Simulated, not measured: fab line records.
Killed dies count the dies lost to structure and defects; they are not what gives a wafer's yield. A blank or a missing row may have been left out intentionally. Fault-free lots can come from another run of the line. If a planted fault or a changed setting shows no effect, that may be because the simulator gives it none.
Problem report, 8D (eight disciplines) form, completed by code :: flow n5Finfet :: the parts of the form that need people (team, actions taken, sign-off) are left out

## 1. PROBLEM STATEMENT
biasW at N5_BEOL_M6_ETCH_66 reads a mean of 159.3 W on 1 wafer of 1 lot; wafers without a fault read 150.1 W with a standard deviation of 0.43. Measured from the usual mean, that is +21 standard deviations.
The step: etches SOC in N2/H2, target depth 80 nm, overetch 16 nm, time 120 s.
The first sign was on wafer L420.1 at day 12 18:24, on rieDiel-03. The record holds 27 wafers of 9 lots with a number at this step. By rule, "out" or "out of limits" means more than 4 standard deviations away from the usual mean. Any other wafer with a number is counted as sound.

## 2. WHAT IT IS; WHAT IT IS NOT
question: which readings at this step
is: biasW, rfVppV
is not: drypumpMotorCurrentA, showerheadPlenumPTorr, throttleValvePct

question: which lots
is: L420
is not: L405, L409, L412, L415, L417, L419, L426, L427

question: which wafers of those lots
is: L420.1
is not: L420.3, L420.6

question: read on which tools
is: rieDiel-03
is not: rieDiel-04, rieDiel-05

question: when
is: from day 12 18:24
is not: up to then (20 sound wafers); but 6 sound wafers of L426, L427 came after

## 3. SUSPECTS, AND WHAT RULES EACH OUT
Counting: any tool at a process step up to the reading remains a suspect provided it ran every lot that is out. Sound lots after the first of them don't rule it out here, since some wafers of a struck lot are sound.
- rieDiel-03 at N5_BEOL_M6_ETCH_61 (etches SiARC in CF4, target depth 45.5 nm, time 75.8 s): kept. The lot that is out, L420, ran on it at day 12 17:10; the last sound lot it ran before that was L417, at day 11 20:03.
- rieDiel-03 at N5_BEOL_M6_ETCH_72 (etches underlayer in N2/H2, target depth 6.5 nm, time 5.2 s): kept. The lot that is out, L420, ran on it at day 12 18:22; the last sound lot it ran before that was L417, at day 11 21:53.
- rieDiel-03 at N5_BEOL_M6_ETCH_66 (etches SOC in N2/H2, target depth 80 nm, overetch 16 nm, time 120 s): kept. The lot that is out, L420, ran on it at day 12 18:24; the last sound lot it ran before that was L417, at day 11 21:56. Its own biasW, rfVppV readings are out on those wafers.
- In rieDiel-03 at N5_BEOL_M6_ETCH_72, the wafers that are out were processed in chamber 1 and their sound lot-mates in chambers 0, 2.
- In rieDiel-03 at N5_BEOL_M6_ETCH_66, the wafers that are out were processed in chamber 1 and their sound lot-mates in chambers 0, 2.
Still standing after the count: rieDiel-03 at N5_BEOL_M6_ETCH_61, rieDiel-03 at N5_BEOL_M6_ETCH_72, rieDiel-03 at N5_BEOL_M6_ETCH_66.

## 4. THE CAUSE (what the simulator had put in)
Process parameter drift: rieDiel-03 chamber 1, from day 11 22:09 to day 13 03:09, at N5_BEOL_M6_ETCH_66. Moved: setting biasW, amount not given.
This tool is one of the 3 suspects left after counting.

## 5. THE EFFECT CHAIN, in route order
Each row: a reading where the mean over the struck wafers with a number is more than 3 standard deviations away from the usual. Readings are gone through only where the record gives a usual standard deviation; hours: the median, over the lots, of the time from a lot's start at the first step in this table giving one to that lot's start at this step; sigmas: the change measured in usual standard deviations.
hours: 0
step: N5_BEOL_M6_ETCH_66
reading: biasW
usual: 150.1 W
on struck wafers: 159.3
change: +9.2
sigmas: +21

hours: 0
step: N5_BEOL_M6_ETCH_66
reading: rfVppV
usual: 524.1 V
on struck wafers: 543.7
change: +19.6
sigmas: +8.2
Process steps it contains:
- N5_BEOL_M6_ETCH_66: etches SOC in N2/H2, target depth 80 nm, overetch 16 nm, time 120 s.

## 6. HOW IT WOULD HAVE BEEN CAUGHT EARLIER
In this record no reading fell out of limits until day 12 18:24, 20 hours after the fault had begun at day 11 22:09.
